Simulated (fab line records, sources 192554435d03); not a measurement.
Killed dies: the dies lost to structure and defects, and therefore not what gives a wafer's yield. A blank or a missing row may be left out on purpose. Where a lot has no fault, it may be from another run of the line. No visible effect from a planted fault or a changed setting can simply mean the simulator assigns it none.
3 desks, one fault | flow n5-finfet | numbers are kept per desk, each desk with only its own; the story behind them comes last

METROLOGY DESK
What the gauges read for every lot (on any tool): the sampled wafers with a number, averaged. A lot is out of limits, marked OUT, if its mean lies more than 4 standard deviations from the usual mean; the brackets give that distance.
Columns: A = cd-nm at N5_PASSIVATION_CD_MEAS_10, usual 2999.9 nm; B = TV_OVL at N5_PASSIVATION_OVL_MEAS_60, usual -5 nm
lot  | first seen here | A      | B
L257 | day 13 15:03    | 2996.5 | 4
L262 | day 14 23:17    | 2996.6 | -5
L268 | day 16 10:05    | 2999.4 | 3
L269 | day 16 14:35    | 3000.8 | -6
L275 | day 17 21:47    | 3001.6 | -7
L276 | day 18 19:41    | 3002.0 | -2
This desk's verdict: no lot among the 6 shows anything out of limits.

FOR THE TOOL OWNER'S DESK: rie-diel-02
The tool's own readings at N5_PASSIVATION_VIA_ETCH_13 (etches SiO2 in CHF3/O2, target depth 660 nm, time 330 s): means of the sampled wafers that have a number, for each lot that ran on this tool. A lot is out of limits, marked OUT, if its mean lies more than 4 standard deviations from the usual mean; the brackets give that distance.
Columns: A = bias-w at N5_PASSIVATION_VIA_ETCH_13, usual 170.1 W; B = drypump-motor-current-A at N5_PASSIVATION_VIA_ETCH_13, usual 5.9 A; C = etch-rf-on-time-s at N5_PASSIVATION_VIA_ETCH_13, usual 237 s; D = oes-product-au at N5_PASSIVATION_VIA_ETCH_13, usual 0.73 a.u.; E = rf-vpp-V at N5_PASSIVATION_VIA_ETCH_13, usual 527 V; F = showerhead-plenum-p-Torr at N5_PASSIVATION_VIA_ETCH_13, usual 2.44 Torr; G = throttle-valve-pct at N5_PASSIVATION_VIA_ETCH_13, usual 18.91 %
lot  | first seen here | A     | B   | C              | D    | E   | F    | G
L257 | day 13 15:18    | 169.4 | 5.8 | 240            | 0.74 | 524 | 2.49 | 18.93
L268 | day 16 10:38    | 169.7 | 5.8 | 261 (+4.6) OUT | 0.70 | 527 | 2.42 | 18.84
L269 | day 16 14:52    | 170.3 | 5.8 | 263 (+5.1) OUT | 0.68 | 524 | 2.48 | 18.97
This desk's verdict: out of limits on L268, L269, starting with L268 at day 16 10:38 (etch-rf-on-time-s at N5_PASSIVATION_VIA_ETCH_13). L257 stayed within limits.

THE DEFECT DESK
Lot by lot, what the route's inspections counted, given as the mean of those sampled wafers with a number. A lot is out of limits, marked OUT, if its mean lies more than 4 standard deviations from the usual mean; the brackets give that distance.
Columns: A = raw-defect-count at N5_PASSIVATION_INSPECT_61, usual 2.1
lot  | first seen here | A
L257 | day 13 15:07    | 3.0
L262 | day 14 23:21    | 1.7
L268 | day 16 10:08    | 1.7
L269 | day 16 14:38    | 2.7
L275 | day 17 21:50    | 2.3
L276 | day 18 19:44    | 3.0
This desk's verdict: no lot among the 6 shows anything out of limits.

TAKEN TOGETHER
The tool owner's desk could have raised an alarm at day 16 10:38, on L268, L269.
Metrology desk: nothing out of limits seen.
Nothing out of limits was seen by the defect desk.
The metrology desk holds a record of L268, L269, inside its limits.
The defect desk has L268, L269 on record, within its limits.
The lots listed all ran N5_PASSIVATION_VIA_ETCH_13 on rie-diel-02.

WHAT THE SIMULATOR HAD INSERTED
rie-diel-02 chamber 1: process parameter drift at N5_PASSIVATION_VIA_ETCH_13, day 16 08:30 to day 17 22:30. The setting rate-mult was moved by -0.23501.
Struck lots among those shown: L268, L269.
Delay in hours, fault start to first out-of-limits reading, by desk: the tool owner's desk at 2.
